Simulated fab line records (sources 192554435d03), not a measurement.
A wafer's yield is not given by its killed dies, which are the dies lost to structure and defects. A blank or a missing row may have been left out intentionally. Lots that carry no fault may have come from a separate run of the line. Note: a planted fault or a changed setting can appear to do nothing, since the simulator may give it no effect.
Chamber matching || flow n5_finfet || rie_diel-03 running N5_BEOL_M1_STRIP_19: 4 sister chambers
The step strips in O2. 4 wafers are shown with their chamber, then 12 later ones without.

## WAFERS, EACH WITH ITS CHAMBER
{"wafer": "L081.2", "chamber": 3, "showerhead_plenum_p_Torr (Torr)": 2.08}
{"wafer": "L084.3", "chamber": 0, "showerhead_plenum_p_Torr (Torr)": 2.07}
{"wafer": "L086.1", "chamber": 1, "showerhead_plenum_p_Torr (Torr)": 2.05}
{"wafer": "L086.6", "chamber": 2, "showerhead_plenum_p_Torr (Torr)": 2.09}

## WAFERS WITH NO CHAMBER GIVEN
{"wafer": "L085.3", "showerhead_plenum_p_Torr (Torr)": 2.07}
{"wafer": "L085.4", "showerhead_plenum_p_Torr (Torr)": 2.07}
{"wafer": "L085.6", "showerhead_plenum_p_Torr (Torr)": 2.05}
{"wafer": "L088.1", "showerhead_plenum_p_Torr (Torr)": 2.07}
{"wafer": "L088.3", "showerhead_plenum_p_Torr (Torr)": 2.07}
{"wafer": "L088.5", "showerhead_plenum_p_Torr (Torr)": 2.05}
{"wafer": "L091.1", "showerhead_plenum_p_Torr (Torr)": 2.07}
{"wafer": "L091.2", "showerhead_plenum_p_Torr (Torr)": 2.05}
{"wafer": "L091.4", "showerhead_plenum_p_Torr (Torr)": 2.07}
{"wafer": "L094.1", "showerhead_plenum_p_Torr (Torr)": 2.09}
{"wafer": "L094.3", "showerhead_plenum_p_Torr (Torr)": 2.06}
{"wafer": "L094.4", "showerhead_plenum_p_Torr (Torr)": 2.06}

## CHAMBER TAKEN BY EACH
{"wafer": "L085.3", "from the rows above": 0, "in truth": 0}
{"wafer": "L085.4", "from the rows above": 0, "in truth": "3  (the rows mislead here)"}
{"wafer": "L085.6", "from the rows above": 1, "in truth": 1}
{"wafer": "L088.1", "from the rows above": 0, "in truth": 0}
{"wafer": "L088.3", "from the rows above": 0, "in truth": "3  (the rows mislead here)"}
{"wafer": "L088.5", "from the rows above": 1, "in truth": 1}
{"wafer": "L091.1", "from the rows above": 0, "in truth": 0}
{"wafer": "L091.2", "from the rows above": 1, "in truth": 1}
{"wafer": "L091.4", "from the rows above": 0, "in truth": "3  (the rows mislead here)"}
{"wafer": "L094.1", "from the rows above": 2, "in truth": 2}
{"wafer": "L094.3", "from the rows above": "can't be placed: 0 or 1", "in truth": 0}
{"wafer": "L094.4", "from the rows above": "can't be placed: 0 or 1", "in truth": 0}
Correctly placed: 7 of 12. From these rows, 2 cannot be placed; in 2 the true chamber is one of the candidates. Placed wrongly: 3.
How it was worked out, from the rows above alone: a wafer's distance from a chamber is the root of the sum, over the readings, of the square of ((its reading less the chamber's mean) divided by the reading's scatter). If the next closest chamber is less than 2 further off than the closest, the wafer can't be placed; otherwise it belongs to the closest. A chamber's mean is the mean of its shown wafers. The scatter: root of mean squared gap, hidden wafer to nearest shown wafer, with one shown wafer a chamber.
